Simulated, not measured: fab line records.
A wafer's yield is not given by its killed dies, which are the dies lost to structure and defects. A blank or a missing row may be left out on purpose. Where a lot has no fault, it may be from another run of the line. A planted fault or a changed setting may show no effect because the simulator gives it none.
Chamber matching ; flow n5 finfet ; N5_BEOL_M3_ETCH_74 on rie diel-04 has 4 sister chambers
The step etches underlayer in N2/H2, target depth 6.5 nm, time 5.2 s. 27 wafers are shown with their chamber, then 12 later ones without.

## WAFERS WITH THEIR CHAMBER
wafer;chamber;drypump motor current A (A);showerhead plenum p Torr (Torr);throttle valve pct (%)
L074.1;0;5.9;2.54;17.58
L074.3;2;6.4;2.60;18.01
L074.6;2;6.4;2.60;18.05
L076.1;0;5.9;2.54;17.61
L076.3;2;6.4;2.60;18.06
L076.6;3;5.7;2.61;18.00
L077.1;2;6.4;2.60;18.06
L077.3;0;5.9;2.54;17.63
L077.6;1;5.4;2.49;17.69
L078.2;3;5.7;2.61;18.00
L078.4;1;5.4;2.49;17.70
L078.5;1;5.4;2.49;17.69
L080.2;1;5.4;2.49;17.71
L080.4;2;6.4;2.60;18.03
L080.5;3;5.7;2.61;18.01
L081.1;0;5.9;2.53;17.66
L081.4;1;5.4;2.49;17.73
L081.5;3;5.7;2.61;18.04
L082.1;3;5.7;2.61;18.00
L082.3;2;6.4;2.59;18.06
L082.5;2;6.4;2.59;18.05
L084.2;3;5.7;2.61;18.04
L084.3;0;5.9;2.53;17.62
L084.5;2;6.4;2.59;18.07
L085.3;3;5.7;2.61;18.02
L085.5;3;5.8;2.61;18.01
L085.6;0;5.9;2.53;17.62

SIGNATURES (averages over the wafers above)
reading;chamber 0;chamber 1;chamber 2;chamber 3;scatter within a chamber
drypump motor current A;5.900;5.400;6.400;5.713;0.0195
showerhead plenum p Torr;2.5350;2.4900;2.5962;2.6100;0.00383
throttle valve pct;17.6200;17.7040;18.0487;18.0150;0.02
Rule: a wafer lies at a distance from a chamber equal to the root of the sum of squares, over the readings, of (its reading less the chamber's mean, divided by the reading's scatter). The wafer belongs to the nearest chamber; if the next one is less than 2 further off, it can't be placed. The scatter: the root of (the sum of the squares of (reading less its chamber's mean) over the shown wafers, divided by (wafers less chambers)).

## WAFERS WITH NO CHAMBER GIVEN
wafer;drypump motor current A (A);showerhead plenum p Torr (Torr);throttle valve pct (%)
L088.1;5.4;2.48;17.73
L088.4;6.4;2.59;18.10
L088.5;6.4;2.59;18.09
L091.3;5.4;2.48;17.71
L091.4;5.9;2.53;17.65
L091.6;5.4;2.48;17.74
L090.1;5.4;2.48;17.72
L090.3;5.7;2.60;18.04
L090.5;5.9;2.53;17.66
L092.3;5.4;2.48;17.73
L092.4;5.9;2.53;17.68
L092.6;5.9;2.53;17.65

## THE CHAMBER EACH PASSED THROUGH
wafer;from the rows above;in truth
L088.1;1;1
L088.4;2;2
L088.5;2;2
L091.3;1;1
L091.4;0;0
L091.6;1;1
L090.1;1;1
L090.3;3;3
L090.5;0;0
L092.3;1;1
L092.4;0;0
L092.6;0;0
Correctly placed: 12 of 12. Number that these rows cannot place: 0. 0 placed wrongly.
